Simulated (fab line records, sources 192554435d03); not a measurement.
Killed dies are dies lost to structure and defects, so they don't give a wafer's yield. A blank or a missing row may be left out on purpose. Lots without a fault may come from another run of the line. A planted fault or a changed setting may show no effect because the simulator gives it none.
fab line records | flow n5_finfet
record lots=5 wafers=15 last_day=18
route steps=1938 shown BEOL_M15@1815
lots that met no fault: from a run of the same line without faults
start_h: hours from the record's first day to the start of the lot's first wafer shown | wait_h: hours since the lot's step before | " the same as in the row above | L1.1+2: a row that stands for several wafers | - no value, or no start given | * or withheld: withheld | < > ~ a bound
route shown NAME@n: a module of which the file shows steps, and the number in the route of the first | usual: mean/standard deviation of fault-free wafers | same: alike in all rows | chamber/n: place in a boat | sites: the reading at each site | _std_site: their standard deviation | _edge_site: outer sites' mean less inner sites' | radius_mm: how far each site lies from the wafer's centre | mask NAME#n: copy n | behind: the tool/chamber that last shaped the wafer | hold: why the lot was held/for how many hours/how that ended | device: the transistor (n, p or np) that didn't switch | end of line: the same wafers' tests at the end of the route | a step without rows: its recipe alone | killed: dies lost to structure and defects at the first sort, not the wafer's yield | map: a wafer's dies, x killed, . not, _ none there
set.NAME: the setting as run; set.NAME@STEP: as run at that earlier step | model.NAME: the simulator's own value behind a step, which no gauge read
lots at some steps of the route; a table a step, a row a wafer
services: from which hour (start_h, from the record's first day; less than 0 if before it) a tool's chamber was out of use, for how many hours, and why
## steps
# step N5_BEOL_M15_PRECLEAN_39
# recipe chemistry=residue_remover time_s=60 temp_c=40
# step N5_BEOL_M15_SRD_40
# recipe time_s=30 temp_c=23 rinse_liquid=diw dry=n2_spin spin_rpm=1500 dry_time_s=30
# step N5_BEOL_M15_DEGAS_41
# recipe ambient=vacuum temp_c=300 time_s=60
# usual heater_power_w=471/39
# columns lot.wafer tool chamber start_h wait_h heater_power_w
L571.1 pvd_sputter-03 - 266.51 0.6 472
L571.2 " - " " 504
L571.6 " - " " 462
L576.2 pvd_sputter-02 - 319.96 0.4 470
L576.4 " - " " 481
L576.5 " - " " 488
L578.3 pvd_sputter-01 - 340.47 0.1 542
L578.4 " - " " 416
L578.5 " - " " 404
L585.1 pvd_sputter-03 - 373.80 0.2 484
L585.2 " - " " 494
L585.3 " - " " 485
L589.1 pvd_sputter-02 - 405.18 0.2 463
L589.3 " - " " 476
L589.4 " - " " 470
# step N5_BEOL_M15_PRE_CLEAN_42
# recipe gas=H2/He time_s=30 temp_c=300
# step N5_BEOL_M15_SPUTTER_43
# recipe material=TaN target_thk_a=150 temp_c=50 bias_v=168.6 power_w=15000 chamber_pressure_pa=0.12 time_s=24.19
# step N5_BEOL_M15_SPUTTER_44
# recipe material=Ta target_thk_a=150 temp_c=50 bias_v=80 power_w=15000 chamber_pressure_pa=0.07 time_s=24.19
# usual bias_v=80.0/0.81 throttle_valve_pct=30.0/1
# columns lot.wafer tool chamber start_h wait_h bias_v throttle_valve_pct
L571.1 pvd_sputter-03 - 266.67 0.0 80.5 28.8
L571.2 " - " " 81.1 31.2
L571.6 " - " " 79.0 29.9
L576.2 pvd_sputter-02 - 320.12 0.0 80.7 29.7
L576.4 " - " " 79.3 31.8
L576.5 " - " " 79.8 31.9
L578.3 pvd_sputter-01 - 340.63 0.0 80.4 29.9
L578.4 " - " " 79.8 29.7
L578.5 " - " " 80.5 30.1
L585.1 pvd_sputter-03 - 373.96 0.0 81.0 30.0
L585.2 " - " " 78.7 31.1
L585.3 " - " " 78.8 28.4
L589.1 pvd_sputter-02 - 405.34 0.0 79.2 28.1
L589.3 " - " " 79.7 30.0
L589.4 " - " " 80.1 31.6
# step N5_BEOL_M15_SPUTTER_45
# recipe material=Cu target_thk_a=1000 temp_c=-20 bias_v=60 power_w=26000 chamber_pressure_pa=0.13 time_s=16.67
# usual bias_v=60.0/0.61 throttle_valve_pct=30.1/1
# columns lot.wafer tool chamber start_h wait_h bias_v throttle_valve_pct
L571.1 pvd_sputter-03 - 266.75 0.0 59.5 28.8
L571.2 " - " " 59.0 31.5
L571.6 " - " " 60.0 30.2
L576.2 pvd_sputter-02 - 320.20 0.0 59.6 29.8
L576.4 " - " " 60.3 31.7
L576.5 " - " " 60.0 31.6
L578.3 pvd_sputter-01 - 340.71 0.0 59.3 29.9
L578.4 " - " " 60.5 29.4
L578.5 " - " " 59.9 30.1
L585.1 pvd_sputter-03 - 374.04 0.0 59.6 30.1
L585.2 " - " " 60.2 31.4
L585.3 " - " " 59.9 29.0
L589.1 pvd_sputter-02 - 405.42 0.0 59.6 28.5
L589.3 " - " " 60.2 29.8
L589.4 " - " " 59.8 31.8
# step N5_BEOL_M15_ECD_47
# recipe material=Cu target_thk_a=18600
# step N5_BEOL_M15_ANNEAL_48
# recipe temp_c=225 time_s=90 ambient=N2
# usual wafer_temp_C_max=225.84/0.24
# columns lot.wafer tool chamber start_h wait_h wafer_temp_C_max
L571.1 rtp_anneal-02 0 267.19 0.3 225.71
L571.2 " 0 " " 225.92
L571.6 " 0 " " 225.86
L576.2 rtp_anneal-02 0 320.60 0.2 225.73
L576.4 " 0 " " 225.71
L576.5 " 0 " " 226.24
L578.3 rtp_anneal-02 0 341.17 0.2 225.90
L578.4 " 0 " " 225.98
L578.5 " 0 " " 226.19
L585.1 rtp_anneal-02 0 374.42 0.2 225.64
L585.2 " 0 " " 226.13
L585.3 " 0 " " 226.05
L589.1 rtp_anneal-02 0 405.78 0.2 225.47
L589.3 " 0 " " 225.90
L589.4 " 0 " " 225.47
# step N5_BEOL_M15_CMP_49
# recipe stop_on=SiO2 t_overpolish_s=4.9 down_force_psi=2 platen_rpm=80 clearing_platen_down_force_psi=2 clearing_platen_rpm=80 post_cmp_clean=cu_alkaline target_thk_nm=850 clearing_platen_pad_velocity_m_s=1.5917 pad_velocity_m_s=1.5917
# usual barrier_field_endpoint_s=11.35/0.27 motor_current_A=7.5/0.97 overpolish_run_s=4.900/0.0095 platen_rpm=80.00/0.053 retaining_ring_pressure_frac=1.000/0.0049
# columns lot.wafer tool chamber start_h wait_h barrier_field_endpoint_s motor_current_A overpolish_run_s platen_rpm retaining_ring_pressure_frac
L571.1 cmp-03 0 267.49 0.3 11.25 6.4 4.901 79.93 1.001
L571.2 " 1 " " 11.73 7.0 4.916 80.03 1.009
L571.6 " 0 " " 11.52 6.8 4.889 79.96 0.999
L576.4 cmp-03 1 320.86 0.1 11.66 6.8 4.905 79.96 0.998
L576.2 " 0 " " 10.96 6.7 4.896 79.94 0.997
L576.5 " 1 " " 11.48 6.5 4.913 80.08 0.999
L578.3 cmp-02 0 341.37 0.2 11.09 8.3 4.902 80.00 1.001
L578.4 " 3 " " 11.06 6.5 4.914 80.02 0.995
L578.5 " 1 " " 11.03 7.8 4.893 79.96 1.002
L585.2 cmp-02 3 374.71 0.2 11.32 6.2 4.909 80.00 1.003
L585.1 " 1 " " 11.09 7.8 4.893 79.95 0.993
L585.3 " 2 " " 11.18 6.2 4.904 79.89 0.995
L589.3 cmp-03 3 406.14 0.2 11.24 8.2 4.883 79.96 0.999
L589.1 " 0 " " 11.71 6.5 4.908 80.03 1.001
L589.4 " 1 " " 11.43 6.7 4.916 79.99 1.003
# step N5_BEOL_M15_THK_MEAS_50
# recipe thk_meas_gauge=xrf reads=Cu_of_BEOL_M15_ECD_47
# usual M15_THK=840/15
# columns lot.wafer tool chamber start_h wait_h M15_THK[nm]
L571.1 film_metro-02 - 267.78 - 832
L571.2 " - " " 834
L571.6 " - " " 836
L576.2 film_metro-02 - 321.15 - 826
L576.4 " - " " 833
L576.5 " - " " 822
L578.3 film_metro-02 - 341.67 - 803
L578.4 " - " " 838
L578.5 " - " " 844
L585.1 film_metro-02 - 375.01 - 828
L585.2 " - " " 842
L585.3 " - " " 836
L589.1 film_metro-01 - 406.41 0.2 870
L589.3 " - " " 882
L589.4 " - " " 844
# step N5_BEOL_M15_PRE_CLEAN_52
# recipe gas=NH3 time_s=15 temp_c=withheld rf_power_w=300
# step N5_BEOL_M15_DEP_53
# recipe material=SiCN target_thk_a=500 temp_c=withheld precursor=3MS/NH3 pressure_torr=3 rf_w=675 time_s=17.8
# usual showerhead_plenum_p_Torr=4.163/0.024 throttle_valve_pct=17.8/0.63
# columns lot.wafer tool chamber start_h wait_h showerhead_plenum_p_Torr throttle_valve_pct model.SiCN_of_BEOL_M15_DEP_53.thk_nm
L571.1 pecvd-03 0 267.85 0.0 4.202 17.8 51
L571.2 " 2 " " 4.120 17.4 49.4
L571.6 " 0 " " 4.201 18.1 52.2
L576.2 pecvd-04 0 321.21 0.0 4.202 18.5 49.8
L576.4 " 2 " " 4.167 17.7 50.2
L576.5 " 0 " " 4.203 18.2 50.8
L578.3 pecvd-04 0 341.73 0.0 4.195 18.6 59.8
L578.4 " 0 " " 4.195 18.3 60.6
L578.5 " 1 " " 4.170 17.1 51.4
L585.1 pecvd-02 2 375.07 0.0 4.146 18.1 50.2
L585.2 " 1 " " 4.171 18.5 49.8
L585.3 " 0 " " 4.150 16.7 50.2
L589.1 pecvd-02 1 406.47 0.0 4.177 18.2 49.4
L589.3 " 2 " " 4.129 18.0 49.4
L589.4 " 0 " " 4.139 17.0 50.6
# step N5_BEOL_M15_RS_MEAS_54
# recipe thk_meas_gauge=four-point-probe reads=Cu_of_BEOL_M15_ECD_47+Ta_of_BEOL_M15_SPUTTER_44+TaN_of_BEOL_M15_SPUTTER_43
# usual M15_RS=0.0219/0.00036
# columns lot.wafer tool chamber start_h wait_h M15_RS[ohm/sq]
L571.1 film_metro-02 - 267.91 0.0 0.0221
L571.2 " - " " 0.0219
L571.6 " - " " 0.0219
L576.2 film_metro-01 - 321.28 0.1 0.0218
L576.4 " - " " 0.0216
L576.5 " - " " 0.0218
L578.3 film_metro-02 - 341.80 0.1 0.0226
L578.4 " - " " 0.0217
L578.5 " - " " 0.0216
L585.1 film_metro-02 - 375.14 0.0 0.0220
L585.2 " - " " 0.0216
L585.3 " - " " 0.0218
L589.1 film_metro-01 - 406.54 0.0 0.0215
L589.3 " - " " 0.0212
L589.4 " - " " 0.0220
## services
# columns tool chamber start_h hours kind
pecvd-03 - 250.63 0.8 pm
pecvd-04 2 265.94 2.1 scheduled_down
cmp-02 - 270.49 3.3 repair
cmp-02 - 281.52 4.0 pm
pecvd-04 0 281.77 3.5 repair
pecvd-02 - 282.92 1.1 repair
cmp-02 - 285.52 - consumable_replace:conditioner
cmp-02 - 285.52 - consumable_replace:pad
pecvd-02 0 299.03 5.5 scheduled_down
pecvd-04 - 299.57 1.2 repair
pecvd-03 - 346.25 0.7 repair
pecvd-02 0 347.90 2.1 scheduled_down
cmp-03 - 356.08 2.3 repair
pecvd-04 - 366.38 0.9 repair
pecvd-02 - 368.91 5.5 pm
pvd_sputter-03 - 393.82 0.9 repair
## key
first_sign none at tools or gauges
model_effect step=N5_BEOL_M15_DEP_53 value=SiCN_of_BEOL_M15_DEP_53.thk_nm without=50.2 struck=60.2
met_at N5_BEOL_M15_DEP_53
struck_wafers L578.3,L578.4
onset_between 321.21 341.73
fault kind=process_parameter_drift tool=pecvd-04 chamber=- onset_h=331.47 steps=N5_BEOL_M15_DEP_53 channel=time_s offset=* shape=step end_h=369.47 scope=struck_wafers_only acts_in=* stated=*
